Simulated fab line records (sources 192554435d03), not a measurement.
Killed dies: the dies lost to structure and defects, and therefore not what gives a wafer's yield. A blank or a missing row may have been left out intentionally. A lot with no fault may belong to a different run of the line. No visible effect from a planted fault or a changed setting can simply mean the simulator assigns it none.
fab line records	flow n5_finfet
record lots=9	wafers=26	last_day=19
route steps=1938 shown DUMMY_GATE@214 BEOL_M4@1097 BEOL_M5@1114 PASSIVATION@1936
lots untouched by any fault: they come from a run of this same line in which no faults occurred
start_h: start of the lot's first displayed wafer, in hours after the record's first day	wait_h: time in hours since the lot's previous step	" the same as in the row above	L1.1+2: one row covering several wafers at once	- no value, or no start given	* or withheld: withheld	< > ~ a bound
route shown NAME@n: names a module that has steps shown in the file, with the first one's number in the route	usual: mean/standard deviation of fault-free wafers	same: alike in all rows	chamber/n: place in a boat	sites: the reading at each site	_std_site: how widely they spread, as a standard deviation	_edge_site: mean of outer sites minus mean of inner sites	radius_mm: for every site, how far away it sits from the centre of the wafer	mask NAME#n: copy n	behind: the most recent tool/chamber to have shaped the wafer	hold: cause of the lot's hold/its duration in hours/its outcome	device: which transistor (n, p or np) failed to switch	end of line: tests of these same wafers at the route's end	a step given without rows: its recipe and nothing more	killed: dies that structure and defects cost at the first sort, which is not the same as the wafer's yield	map: a wafer's dies, marking killed ones x, the rest . and places with no die _
set.NAME: the setting the step ran with; set.NAME@STEP: the setting that earlier step ran with	model.NAME: the simulator's own value behind a step, which no gauge read
the route's steps for a sample of lots (tables are steps, rows are wafers)
services: from which hour (start_h, from the record's first day; less than 0 if before it) a tool's chamber was out of use, for how many hours, and why
## steps
# step N5_DUMMY_GATE_ALD_02
# recipe material=SiO2	target_thk_a=20	temp_c=300	ald_precursor_family=BDEAS	ald_co_reactant=O2-plasma	pulse_time_s=1	pressure_torr=2
# usual heater_power_w=468/42	precursor_pulse_height_rel=0.998/0.022
lot.wafer	tool	chamber	start_h	wait_h	heater_power_w	precursor_pulse_height_rel
L392.1	ald_sin-02	0	42.46	0.3	409	0.986
L392.2	"	3	"	"	532	1.021
L392.6	"	1	"	"	465	0.995
L394.4	ald_sin-03	2	55.88	0.0	466	0.987
L394.5	"	2	"	"	457	1.006
L394.6	"	3	"	"	493	0.967
L395.2	ald_sin-03	0	61.36	0.0	512	0.982
L395.3	"	1	"	"	443	0.995
L395.6	"	2	"	"	469	0.995
L397.2	ald_sin-03	3	72.12	0.0	508	0.988
L397.4	"	1	"	"	447	1.042
L397.5	"	1	"	"	455	0.989
L403.4	ald_sin-03	3	114.24	0.0	504	0.967
L403.5	"	1	"	"	452	1.024
L406.2	ald_sin-03	1	131.39	0.0	450	1.039
L406.3	"	0	"	"	518	1.038
L406.5	"	3	"	"	507	0.993
L408.2	ald_sin-02	1	140.34	0.1	454	0.941
L408.5	"	3	"	"	530	1.002
L408.6	"	2	"	"	428	0.963
L411.1	ald_sin-04	3	159.40	0.0	518	1.035
L411.3	"	1	"	"	394	1.002
L411.4	"	0	"	"	425	1.030
L414.1	ald_sin-02	0	175.75	0.0	419	1.011
L414.5	"	2	"	"	429	0.949
L414.6	"	3	"	"	528	1.007
# step N5_BEOL_M4_ANNEAL_93
# recipe temp_c=400	time_s=240	ambient=vacuum
# usual heater_power_w=812/66
lot.wafer	tool	chamber	start_h	wait_h	heater_power_w
L392.1	pvd_sputter-03	-	195.98	0.0	828
L392.2	"	-	"	"	937
L392.6	"	-	"	"	932
L395.2	pvd_sputter-03	-	238.00	0.0	955
L395.3	"	-	"	"	771
L395.6	"	-	"	"	817
L394.4	pvd_sputter-02	-	242.52	0.0	806
L394.5	"	-	"	"	736
L394.6	"	-	"	"	795
L397.2	pvd_sputter-03	-	263.23	0.0	774
L397.4	"	-	"	"	918
L397.5	"	-	"	"	776
L403.4	pvd_sputter-01	-	298.57	0.0	786
L403.5	"	-	"	"	809
L406.2	pvd_sputter-02	-	308.34	0.0	807
L406.3	"	-	"	"	809
L406.5	"	-	"	"	793
L408.2	pvd_sputter-01	-	328.19	0.0	806
L408.5	"	-	"	"	913
L408.6	"	-	"	"	806
L411.1	pvd_sputter-01	-	340.85	0.0	876
L411.3	"	-	"	"	811
L411.4	"	-	"	"	746
L414.1	pvd_sputter-02	-	345.58	0.0	788
L414.5	"	-	"	"	722
L414.6	"	-	"	"	816
# step N5_BEOL_M4_DEP_57
# recipe material=SiCN	target_thk_a=80	temp_c=withheld	precursor=3MS/NH3	pressure_torr=3	rf_w=202	time_s=14
# usual showerhead_plenum_p_Torr=3.664/0.014	throttle_valve_pct=9.0/0.48
lot.wafer	tool	chamber	start_h	wait_h	showerhead_plenum_p_Torr	throttle_valve_pct
L392.1	pecvd-02	1	197.32	0.0	3.681	9.7
L392.2	"	0	"	"	3.635	9.0
L392.6	"	2	"	"	3.693	8.7
L395.2	pecvd-03	1	239.42	0.0	3.674	8.9
L395.3	"	0	"	"	3.652	9.0
L395.6	"	0	"	"	3.651	9.1
L394.4	pecvd-03	0	243.88	0.0	3.650	9.2
L394.5	"	2	"	"	3.664	8.2
L394.6	"	1	"	"	3.664	9.3
L397.2	pecvd-01	2	264.57	0.0	3.659	8.8
L397.4	"	2	"	"	3.653	8.9
L397.5	"	0	"	"	3.654	9.2
L403.4	pecvd-01	1	300.12	0.0	3.670	8.2
L403.5	"	2	"	"	3.643	8.9
L406.2	pecvd-03	2	309.77	0.0	3.673	8.4
L406.3	"	1	"	"	3.674	9.1
L406.5	"	0	"	"	3.667	9.2
L408.2	pecvd-02	1	330.07	0.0	3.688	10.1
L408.5	"	1	"	"	3.694	9.6
L408.6	"	0	"	"	3.653	9.2
L411.1	pecvd-01	2	342.25	0.0	3.658	8.9
L411.3	"	1	"	"	3.667	8.5
L411.4	"	1	"	"	3.654	8.1
L414.1	pecvd-03	1	346.92	0.0	3.670	9.3
L414.5	"	0	"	"	3.658	9.5
L414.6	"	2	"	"	3.667	8.6
# step N5_BEOL_M4_RC_MEAS_101
# usual DIBL_N=36.0/1.7	DIBL_P=36.2/1.9	EOT_N=10.51/0.12	EOT_P=10.46/0.1	IGATE_N=0.0133/0.0023	IGATE_P=0.0040/0.0007	IOFF_N=0.154/0.028	IOFF_N_85C=3.0/0.44	IOFF_N_LIN=0.071/0.01	IOFF_P=0.21/0.036	IOFF_P_85C=3.6/0.53	IOFF_P_LIN=0.099/0.014	ION_N=675/11	ION_P=463/8.3	SS_N=71.4/0.63	SS_P=73.2/0.55	VT_N=250.2/3	VT_N_LVT=99.5/2.9	VT_P=-251/3.7	VT_P_LVT=-99/3.1
lot.wafer	tool	chamber	start_h	wait_h	DIBL_N[mV/V]	DIBL_P[mV/V]	EOT_N	EOT_P	IGATE_N[nA/um]	IGATE_P[nA/um]	IOFF_N[nA/um]	IOFF_N_85C[nA/um]	IOFF_N_LIN[nA/um]	IOFF_P[nA/um]	IOFF_P_85C[nA/um]	IOFF_P_LIN[nA/um]	ION_N[uA/um]	ION_P[uA/um]	SS_N[mV/dec]	SS_P[mV/dec]	VT_N[mV]	VT_N_LVT[mV]	VT_P[mV]	VT_P_LVT[mV]
L392.1	prober-01	0	197.44	0.0	35.0	33.2	10.28	10.32	0.0175	0.0051	0.116	2.4	0.059	0.17	3.1	0.086	670	455	71.2	73.0	252.2	103.2	-252	-101
L392.2	"	0	"	"	38.3	38.5	10.58	10.57	0.0122	0.0036	0.186	3.6	0.088	0.26	4.4	0.118	688	474	72.9	73.9	245.6	96.3	-247	-96
L392.6	"	0	"	"	39.0	38.7	10.32	10.37	0.0163	0.0048	0.196	3.8	0.091	0.26	4.4	0.119	700	477	72.4	73.9	245.2	94.2	-246	-96
L395.2	prober-02	0	239.69	0.2	37.7	38.6	10.47	10.38	0.0147	0.0044	0.180	3.4	0.083	0.23	4.0	0.109	685	477	71.5	73.7	249.5	97.5	-247	-98
L395.3	"	0	"	"	38.0	38.8	10.51	10.33	0.0142	0.0043	0.185	3.5	0.083	0.23	3.9	0.104	679	467	72.4	73.4	246.9	97.7	-248	-98
L395.6	"	0	"	"	34.4	34.9	10.46	10.34	0.0166	0.0050	0.128	2.6	0.064	0.17	3.1	0.089	671	462	71.1	72.3	252.7	100.9	-250	-101
L394.4	prober-02	0	244.44	0.5	32.7	32.2	10.45	10.44	0.0161	0.0049	0.103	2.2	0.052	0.16	2.8	0.080	668	463	70.7	72.2	255.7	104.1	-256	-102
L394.5	"	0	"	"	35.9	34.8	10.49	10.45	0.0140	0.0043	0.140	2.8	0.067	0.19	3.3	0.089	672	457	70.7	73.0	251.5	100.5	-255	-99
L394.6	"	0	"	"	36.7	36.0	10.47	10.47	0.0133	0.0041	0.152	3.0	0.070	0.20	3.5	0.095	678	458	70.6	73.6	250.0	99.1	-251	-99
L397.2	prober-02	0	264.84	0.2	34.7	35.6	10.23	10.26	0.0170	0.0051	0.134	2.7	0.064	0.18	3.3	0.092	666	460	71.4	72.7	252.2	101.1	-252	-103
L397.4	"	0	"	"	35.7	36.4	10.51	10.48	0.0120	0.0036	0.155	3.0	0.073	0.20	3.5	0.099	679	461	71.4	72.8	248.9	97.7	-251	-100
L397.5	"	0	"	"	35.7	36.5	10.31	10.40	0.0167	0.0051	0.146	2.9	0.071	0.19	3.4	0.096	674	465	71.2	72.5	249.6	100.1	-251	-101
L403.4	prober-02	0	300.68	0.5	44.6	46.4	13.73	13.59	0.0004	0.0001	0.301	5.3	0.138	0.39	6.0	0.175	626	430	73.8	74.6	244.3	91.8	-243	-92
L403.5	"	0	"	"	45.9	46.5	13.81	13.75	0.0003	0.0001	0.354	6.0	0.147	0.41	6.3	0.182	626	431	74.1	74.9	240.9	91.4	-242	-91
L406.2	prober-02	0	310.04	0.2	35.8	34.7	10.82	10.55	0.0083	0.0025	0.133	2.7	0.064	0.21	3.6	0.099	668	463	70.8	73.0	252.7	101.0	-247	-98
L406.3	"	0	"	"	36.9	37.0	10.65	10.57	0.0104	0.0031	0.160	3.2	0.075	0.25	4.3	0.116	669	465	71.2	73.9	245.8	97.0	-246	-95
L406.5	"	0	"	"	42.4	42.6	13.66	13.66	0.0003	0.0001	0.265	4.9	0.128	0.39	6.3	0.192	625	440	72.0	74.1	240.9	91.6	-241	-88
L408.2	prober-01	0	330.34	0.2	34.8	35.1	10.63	10.57	0.0099	0.0030	0.140	2.8	0.067	0.18	3.2	0.088	665	452	71.5	73.5	250.6	100.6	-255	-104
L408.5	"	0	"	"	32.6	32.5	10.66	10.53	0.0130	0.0039	0.105	2.2	0.053	0.15	2.7	0.075	658	454	70.6	73.3	256.1	105.8	-255	-106
L408.6	"	0	"	"	35.5	35.8	10.63	10.63	0.0094	0.0028	0.151	2.9	0.069	0.20	3.5	0.093	662	457	70.9	73.1	249.8	100.0	-253	-101
L411.1	prober-01	0	342.37	0.0	35.8	35.9	10.57	10.55	0.0112	0.0034	0.150	2.9	0.068	0.18	3.3	0.090	663	453	71.1	72.5	251.4	100.5	-251	-102
L411.3	"	0	"	"	36.0	36.7	10.69	10.49	0.0101	0.0031	0.158	3.1	0.072	0.20	3.7	0.098	665	462	71.2	72.8	247.5	98.7	-249	-100
L411.4	"	0	"	"	39.1	38.8	10.48	10.53	0.0133	0.0040	0.214	3.9	0.091	0.23	4.0	0.107	697	468	71.9	73.2	244.7	96.6	-251	-100
L414.1	prober-02	0	347.04	0.0	36.1	36.9	10.53	10.35	0.0142	0.0043	0.145	2.8	0.067	0.21	3.7	0.097	660	455	71.4	73.0	253.2	103.9	-253	-101
L414.5	"	0	"	"	35.9	34.8	10.63	10.29	0.0114	0.0035	0.148	2.9	0.065	0.19	3.4	0.092	662	456	71.4	72.7	252.0	103.4	-252	-102
L414.6	"	0	"	"	37.9	39.6	10.40	10.31	0.0166	0.0051	0.192	3.5	0.084	0.25	4.3	0.113	697	471	72.3	73.9	247.7	99.2	-249	-98
# step N5_BEOL_M5_THK_MEAS_01
# recipe reads=SiCOH_lowk_of_BEOL_M5_ILD_DEP_00
# usual M5_ILD_THK=120.1/1.4
lot.wafer	tool	chamber	start_h	wait_h	M5_ILD_THK[nm]
L392.1	film_metro-01	-	198.98	0.4	115.8
L392.2	"	-	"	"	120.0
L392.6	"	-	"	"	121.2
L395.2	film_metro-02	-	241.07	0.4	117.8
L395.3	"	-	"	"	118.0
L395.6	"	-	"	"	121.0
L394.4	film_metro-02	-	245.52	0.2	122.6
L394.5	"	-	"	"	122.6
L394.6	"	-	"	"	121.8
L397.2	film_metro-01	-	266.22	0.4	119.4
L397.4	"	-	"	"	121.7
L397.5	"	-	"	"	120.7
L403.4	film_metro-02	-	301.75	0.2	119.8
L403.5	"	-	"	"	121.2
L406.2	film_metro-02	-	311.43	0.4	117.6
L406.3	"	-	"	"	120.1
L406.5	"	-	"	"	121.3
L408.2	film_metro-02	-	331.73	0.4	117.5
L408.5	"	-	"	"	120.5
L408.6	"	-	"	"	119.1
L411.1	film_metro-02	-	343.90	0.4	118.7
L411.3	"	-	"	"	118.5
L411.4	"	-	"	"	121.0
L414.1	film_metro-02	-	348.60	0.4	120.3
L414.5	"	-	"	"	121.8
L414.6	"	-	"	"	120.1
# step N5_PASSIVATION_PROBE_49
# usual defect_limited_yield=90.9/1.4	killed_at_M0_to_M3=38/11	killed_at_M4_up=13/5.9	killed_at_contacts=14/6.4	killed_at_front_end=38/11	killed_at_other=3.3/2.5	killed_dies=107/16	killed_open=70/12	killed_short=35/7.7	sort_bin_4_leakage=0.00/0.007	sort_bin_5_function=5.3/0.94	sort_bin_6_memory=3.5/0.7	sort_bin_8_speed=0.00/0.007	sort_n_pass=1073/16	sort_yield_pct=90.9/1.4
# same gross_dies=1180	killed_at_back_side=0
lot.wafer	tool	chamber	start_h	wait_h	defect_limited_yield[%]	killed_at_M0_to_M3	killed_at_M4_up	killed_at_contacts	killed_at_front_end	killed_at_other	killed_dies	killed_open	killed_short	sort_bin_4_leakage[%]	sort_bin_5_function[%]	sort_bin_6_memory[%]	sort_bin_8_speed[%]	sort_n_pass	sort_yield_pct[%]
L392.1	prober-01	-	294.32	0.0	91.9	21	14	3	51	7	96	65	31	0	4.4	3.6	0	1084	91.9
L392.2	prober-01	-	294.37	0.1	90.4	38	7	6	59	3	113	66	47	0	5.9	3.2	0	1067	90.4
L392.6	prober-01	-	294.57	0.3	93.3	17	17	8	34	3	79	44	34	0	4.4	2.2	0	1101	93.3
L395.2	prober-02	-	341.61	0.1	93.1	30	11	11	29	0	81	59	18	0	3.0	3.6	0	1099	93.1
L395.3	prober-02	-	341.66	0.1	91.4	33	18	14	36	1	102	65	32	0	4.7	3.7	0	1078	91.4
L395.6	prober-02	-	341.81	0.3	91.7	29	14	10	44	1	98	60	32	0	4.8	3.0	0	1082	91.7
L394.4	prober-01	-	349.81	0.2	90.1	30	9	29	46	3	117	72	42	0	5.2	4.2	0	1063	90.1
L394.5	prober-01	-	349.86	0.2	88.5	30	8	27	69	2	136	91	44	0	6.4	4.8	0	1044	88.5
L394.6	prober-01	-	349.91	0.3	86.9	35	20	27	71	1	154	94	58	0	8.1	4.3	0	1026	86.9
L397.2	prober-02	-	371.81	0.1	91.4	38	12	18	24	9	101	74	27	0	4.7	3.6	0	1079	91.4
L397.4	prober-02	-	371.91	0.2	89.6	45	17	18	38	5	123	77	43	0	6.0	4.2	0	1057	89.6
L397.5	prober-02	-	371.96	0.2	91.1	34	16	11	35	9	105	67	36	0	6.3	2.1	0	1075	91.1
L403.4	prober-01	-	414.38	0.2	90.3	36	13	5	50	10	114	76	32	0.42	5.2	4.4	19.66	829	70.3
L403.5	prober-01	-	414.43	0.2	89.6	47	18	14	38	6	123	81	40	4.92	6.4	3.5	25.68	696	59.0
L406.2	prober-01	-	417.40	0.1	89.4	72	15	14	23	1	125	87	36	0	5.0	5.1	0	1055	89.4
L406.3	prober-01	-	417.45	0.1	89.3	53	11	12	44	6	126	86	39	0	5.8	4.6	0	1054	89.3
L406.5	prober-01	-	417.55	0.2	90.3	75	6	10	21	3	115	68	47	0.42	5.9	3.5	20.85	814	69.0
L408.2	prober-01	-	443.73	0.1	92.9	22	12	10	40	0	84	50	28	0	4.0	2.4	0	1096	92.9
L408.5	prober-01	-	443.88	0.2	92.5	25	6	9	44	5	89	61	26	0	4.7	2.8	0	1091	92.5
L408.6	prober-01	-	443.93	0.3	93.9	24	6	10	29	3	72	51	17	0	3.4	2.5	0	1108	93.9
L411.1	prober-01	-	464.21	0.0	91.9	30	13	19	27	6	95	62	31	0	5.3	2.5	0	1085	91.9
L411.3	prober-01	-	464.31	0.1	92.1	29	4	14	41	5	93	63	30	0	4.5	3.2	0	1087	92.1
L411.4	prober-01	-	464.36	0.2	91.3	25	14	24	36	4	103	75	28	0	4.7	3.2	0	1077	91.3
L414.1	prober-01	-	464.51	0.2	90.1	29	16	24	46	2	117	75	42	0	5.8	3.9	0	1063	90.1
L414.5	prober-01	-	464.71	0.4	92.1	40	12	18	20	3	93	56	36	0	5.1	2.7	0	1087	92.1
L414.6	prober-01	-	464.76	0.5	90.2	45	15	14	41	1	116	76	40	0	5.8	3.7	0	1064	90.2
# killed by level:class
L392.1 STI_FIN_REVEAL:geometric_particle:open=17 FIN_SAQP:geometric_particle:short=11 BEOL_M1:geometric_particle:open=6 FIN_SAQP:geometric_particle:open=5 BEOL_M0_SAQP:geometric_particle:short=5 STI_FIN_REVEAL:geometric_particle:short=4 GATE_CUT:geometric_particle:open=4 BEOL_M2:geometric_particle:open=4
L392.2 FIN_SAQP:geometric_particle:short=17 STI_FIN_REVEAL:geometric_particle:open=16 BEOL_M1:geometric_particle:open=9 BEOL_M3:geometric_particle:open=6 FIN_SAQP:geometric_particle:open=6 BEOL_M0_SAQP:geometric_particle:short=5 GATE_CUT:geometric_particle:open=4 MOL_CONTACT_COAG:geometric_particle:open=4
L392.6 FIN_SAQP:geometric_particle:short=9 MOL_CONTACT_COAG:geometric_particle:open=6 BEOL_M4:geometric_particle:open=6 STI_FIN_REVEAL:geometric_particle:open=5 BEOL_M5:geometric_particle:open=5 STARTING-WAFER:geometric_particle:short=5 GATE_CUT:geometric_particle:short=4 BEOL_M2:geometric_particle:open=4
L395.2 MOL_CONTACT_COAG:geometric_particle:open=11 BEOL_M2:geometric_particle:open=7 BEOL_M3:geometric_particle:open=7 FIN_SAQP:geometric_particle:short=6 STI_FIN_REVEAL:geometric_particle:open=6 BEOL_M0_SAQP:geometric_particle:short=6 BEOL_M0_SAQP:geometric_particle:open=5 BEOL_M0:geometric_particle:open=4
L395.3 MOL_CONTACT_COAG:geometric_particle:open=13 FIN_SAQP:geometric_particle:short=10 BEOL_M2:geometric_particle:open=10 FIN_SAQP:geometric_particle:open=9 BEOL_M3:geometric_particle:open=6 BEOL_M2:geometric_particle:short=5 BEOL_M4:geometric_particle:open=5 BEOL_M0_SAQP:geometric_particle:short=4
L395.6 FIN_SAQP:geometric_particle:short=9 MOL_CONTACT_COAG:geometric_particle:open=8 STI_FIN_REVEAL:geometric_particle:open=7 FIN_SAQP:geometric_particle:open=6 BEOL_M3:geometric_particle:open=6 BEOL_M5:geometric_particle:open=6 BEOL_M0:geometric_particle:open=5 BEOL_M5:geometric_particle:short=4
L394.4 MOL_CONTACT_COAG:geometric_particle:open=21 FIN_SAQP:geometric_particle:short=11 FIN_SAQP:geometric_particle:open=9 MOL_CONTACT_COAG:geometric_particle:short=8 GATE_CUT:geometric_particle:short=6 BEOL_M1:geometric_particle:open=5 BEOL_M1:geometric_particle:short=5 STARTING-WAFER:geometric_particle:open=5
L394.5 FIN_SAQP:geometric_particle:open=25 MOL_CONTACT_COAG:geometric_particle:open=21 FIN_SAQP:geometric_particle:short=18 BEOL_M0_SAQP:geometric_particle:short=12 STI_FIN_REVEAL:geometric_particle:open=10 BEOL_M0_SAQP:geometric_particle:open=7 MOL_CONTACT_COAG:geometric_particle:short=6 GATE_CUT:geometric_particle:open=5
L394.6 FIN_SAQP:geometric_particle:short=27 FIN_SAQP:geometric_particle:open=23 MOL_CONTACT_COAG:geometric_particle:open=21 BEOL_M1:geometric_particle:open=10 BEOL_M0_SAQP:geometric_particle:short=10 STI_FIN_REVEAL:geometric_particle:open=9 MOL_CONTACT_COAG:geometric_particle:short=6 GATE_CUT:geometric_particle:short=5
L397.2 BEOL_M3:geometric_particle:open=14 MOL_CONTACT_COAG:geometric_particle:open=13 FIN_SAQP:geometric_particle:open=8 BEOL_M2:geometric_particle:open=7 MOL_CONTACT_COAG:geometric_particle:short=5 BEOL_M0_SAQP:geometric_particle:open=5 BEOL_M1:geometric_particle:open=5 FIN_SAQP:geometric_particle:short=4
L397.4 MOL_CONTACT_COAG:geometric_particle:open=13 BEOL_M0_SAQP:geometric_particle:short=13 BEOL_M4:geometric_particle:open=12 FIN_SAQP:geometric_particle:short=9 BEOL_M3:geometric_particle:open=9 BEOL_M1:geometric_particle:open=8 BEOL_M2:geometric_particle:open=7 BEOL_M0_SAQP:geometric_particle:open=6
L397.5 BEOL_M2:geometric_particle:open=10 BEOL_M3:geometric_particle:open=9 STI_FIN_REVEAL:geometric_particle:open=8 MOL_CONTACT_COAG:geometric_particle:open=8 BEOL_M4:geometric_particle:open=8 FIN_SAQP:geometric_particle:open=6 PASS1_CAP:geometric_particle:short=6 FIN_SAQP:geometric_particle:short=5
L403.4 FIN_SAQP:geometric_particle:open=19 BEOL_M0_SAQP:geometric_particle:open=10 FIN_SAQP:geometric_particle:short=8 STI_FIN_REVEAL:geometric_particle:open=8 BEOL_M1:geometric_particle:open=7 BEOL_M0_SAQP:geometric_particle:short=5 MOL_CONTACT_COAG:geometric_particle:open=5 MIM_TOP:geometric_particle:short=5
L403.5 MOL_CONTACT_COAG:geometric_particle:open=13 BEOL_M0_SAQP:geometric_particle:short=13 BEOL_M0_SAQP:geometric_particle:open=12 BEOL_M3:geometric_particle:open=9 STI_FIN_REVEAL:geometric_particle:open=8 FIN_SAQP:geometric_particle:open=6 BEOL_M4:geometric_particle:open=5 FIN_SAQP:geometric_particle:short=4
L406.2 BEOL_M0_SAQP:geometric_particle:open=14 BEOL_M2:geometric_particle:open=14 BEOL_M0_SAQP:geometric_particle:short=12 MOL_CONTACT_COAG:geometric_particle:open=10 BEOL_M1:geometric_particle:open=10 BEOL_M0:geometric_particle:open=9 FIN_SAQP:geometric_particle:short=4 FIN_SAQP:geometric_particle:open=4
L406.3 BEOL_M0_SAQP:geometric_particle:open=15 FIN_SAQP:geometric_particle:open=11 BEOL_M1:geometric_particle:open=11 FIN_SAQP:geometric_particle:short=8 MOL_CONTACT_COAG:geometric_particle:open=8 BEOL_M0_SAQP:geometric_particle:short=8 BEOL_M2:geometric_particle:open=7 ILD0:geometric_particle:open=5
L406.5 BEOL_M0_SAQP:geometric_particle:short=26 BEOL_M0_SAQP:geometric_particle:open=25 MOL_CONTACT_COAG:geometric_particle:open=9 BEOL_M0:geometric_particle:open=7 FIN_SAQP:geometric_particle:open=6 BEOL_M1:geometric_particle:open=4 BEOL_M2:geometric_particle:open=4 FIN_SAQP:geometric_particle:short=3
L408.2 STI_FIN_REVEAL:geometric_particle:open=13 MOL_CONTACT_COAG:geometric_particle:open=7 BEOL_M0_SAQP:geometric_particle:short=7 BEOL_M0_SAQP:geometric_particle:open=6 STARTING-WAFER:geometric_particle:short=6 HKMG_FIN:area_etch=5 FIN_SAQP:geometric_particle:short=4 BEOL_M1:geometric_particle:open=4
L408.5 STI_FIN_REVEAL:geometric_particle:open=16 FIN_SAQP:geometric_particle:open=8 MOL_CONTACT_COAG:geometric_particle:open=7 FIN_SAQP:geometric_particle:short=6 BEOL_M0_SAQP:geometric_particle:short=6 BEOL_M1:geometric_particle:open=6 BEOL_M0_SAQP:geometric_particle:open=3 DUMMY_GATE:geometric_particle:open=3
L408.6 FIN_SAQP:geometric_particle:open=7 STI_FIN_REVEAL:geometric_particle:open=7 MOL_CONTACT_COAG:geometric_particle:open=7 BEOL_M1:geometric_particle:open=7 BEOL_M0_SAQP:geometric_particle:short=5 BEOL_M2:geometric_particle:open=5 FIN_SAQP:geometric_particle:short=3 DUMMY_GATE:geometric_particle:open=3
L411.1 MOL_CONTACT_COAG:geometric_particle:open=18 STI_FIN_REVEAL:geometric_particle:open=7 FIN_SAQP:geometric_particle:open=6 BEOL_M0_SAQP:geometric_particle:short=5 BEOL_M0:geometric_particle:open=5 BEOL_M2:geometric_particle:short=5 BEOL_M4:geometric_particle:open=4 GATE_CUT:geometric_particle:short=4
L411.3 FIN_SAQP:geometric_particle:open=12 MOL_CONTACT_COAG:geometric_particle:open=12 FIN_SAQP:geometric_particle:short=8 STI_FIN_REVEAL:geometric_particle:open=8 BEOL_M0_SAQP:geometric_particle:short=6 BEOL_M1:geometric_particle:open=6 BEOL_M0_SAQP:geometric_particle:open=5 STARTING-WAFER:geometric_particle:open=4
L411.4 MOL_CONTACT_COAG:geometric_particle:open=23 STI_FIN_REVEAL:geometric_particle:open=17 BEOL_M1:geometric_particle:open=10 FIN_SAQP:geometric_particle:short=7 STI_FIN_REVEAL:geometric_particle:short=6 BEOL_M4:geometric_particle:open=4 FIN_SAQP:geometric_particle:open=3 BEOL_M0_SAQP:geometric_particle:short=3
L414.1 MOL_CONTACT_COAG:geometric_particle:open=23 FIN_SAQP:geometric_particle:short=14 BEOL_M3:geometric_particle:open=9 DUMMY_GATE:geometric_particle:open=8 GATE_CUT:geometric_particle:short=6 BEOL_M0_SAQP:geometric_particle:open=5 BEOL_M4:geometric_particle:short=5 BEOL_M4:geometric_particle:open=5
L414.5 BEOL_M0_SAQP:geometric_particle:short=13 MOL_CONTACT_COAG:geometric_particle:open=12 BEOL_M0_SAQP:geometric_particle:open=8 MOL_CONTACT_COAG:geometric_particle:short=6 FIN_SAQP:geometric_particle:short=5 BEOL_M0:geometric_particle:open=5 BEOL_M3:geometric_particle:open=5 STI_FIN_REVEAL:geometric_particle:open=4
L414.6 BEOL_M3:geometric_particle:open=11 MOL_CONTACT_COAG:geometric_particle:open=10 BEOL_M0_SAQP:geometric_particle:open=8 BEOL_M0_SAQP:geometric_particle:short=8 STI_FIN_REVEAL:geometric_particle:open=7 BEOL_M4:geometric_particle:open=7 FIN_SAQP:geometric_particle:short=6 DUMMY_GATE:geometric_particle:open=6
## services
tool	chamber	start_h	hours	kind
pecvd-03	-	23.74	0.8	repair
pecvd-02	-	33.32	0.3	repair
ald_sin-02	0	47.97	1.5	repair
pecvd-03	-	69.37	2.7	repair
pvd_sputter-02	-	78.31	1.8	repair
pecvd-02	2	79.91	3.8	repair
pecvd-01	2	97.05	5.6	repair
pecvd-01	0	99.73	11.7	repair
ald_sin-03	-	110.86	1.4	repair
pecvd-02	-	112.84	2.7	repair
pecvd-01	0	139.76	7.1	repair
ald_sin-02	-	176.75	14.0	pm
ald_sin-03	3	193.74	3.0	repair
pvd_sputter-03	-	205.12	1.6	repair
ald_sin-02	1	218.77	4.4	repair
pvd_sputter-01	-	237.91	1.1	repair
ald_sin-02	-	243.96	2.3	repair
ald_sin-03	-	268.43	14.0	pm
pecvd-01	1	274.17	12.3	repair
pecvd-01	-	275.27	0.9	repair
pecvd-03	-	286.12	14.6	pm
ald_sin-03	2	298.75	6.0	repair
ald_sin-03	3	312.96	10.0	repair
ald_sin-03	1	343.84	7.2	repair
## key
first_sign step=N5_BEOL_M4_RC_MEAS_101	reading=EOT_P	direction=up	sigmas=31	usual=10.46	struck=13.67
effect step=N5_BEOL_M4_RC_MEAS_101	reading=EOT_N	direction=up	sigmas=28	usual=10.51	struck=13.73
effect step=N5_BEOL_M4_RC_MEAS_101	reading=IOFF_N_LIN	direction=up	sigmas=6.4	usual=0.071	struck=0.138
effect step=N5_BEOL_M4_RC_MEAS_101	reading=IOFF_P_LIN	direction=up	sigmas=5.8	usual=0.099	struck=0.183
effect step=N5_BEOL_M4_RC_MEAS_101	reading=IGATE_N	direction=down	sigmas=5.6	usual=0.0133	struck=0.0003
effect step=N5_BEOL_M4_RC_MEAS_101	reading=IGATE_P	direction=down	sigmas=5.6	usual=0.0040	struck=0.0001
effect step=N5_BEOL_M4_RC_MEAS_101	reading=IOFF_N	direction=up	sigmas=5.6	usual=0.154	struck=0.306
effect step=N5_BEOL_M4_RC_MEAS_101	reading=IOFF_N_85C	direction=up	sigmas=5.4	usual=3.0	struck=5.4
effect step=N5_BEOL_M4_RC_MEAS_101	reading=IOFF_P	direction=up	sigmas=5.2	usual=0.21	struck=0.40
effect step=N5_BEOL_M4_RC_MEAS_101	reading=DIBL_N	direction=up	sigmas=5	usual=36.0	struck=44.3
effect step=N5_BEOL_M4_RC_MEAS_101	reading=IOFF_P_85C	direction=up	sigmas=4.9	usual=3.6	struck=6.2
effect step=N5_BEOL_M4_RC_MEAS_101	reading=DIBL_P	direction=up	sigmas=4.7	usual=36.2	struck=45.2
effect step=N5_PASSIVATION_PROBE_49	reading=sort_bin_8_speed	direction=up	sigmas=99+	usual=0.00	struck=22.06
met_at N5_DUMMY_GATE_ALD_02
struck_lots L403,L406
struck_wafers L403.4,L403.5,L406.5
not_acting_at N5_BEOL_M4_ANNEAL_93,N5_BEOL_M4_DEP_57,N5_BEOL_M5_THK_MEAS_01
onset_between 72.12 114.24
fault kind=process_parameter_drift	tool=ald_sin-03	chamber=-	onset_h=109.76	steps=N5_DUMMY_GATE_ALD_02	channel=target_thk_a	offset=*	shape=step	end_h=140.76	scope=struck_wafers_only	acts_in=*	stated=*
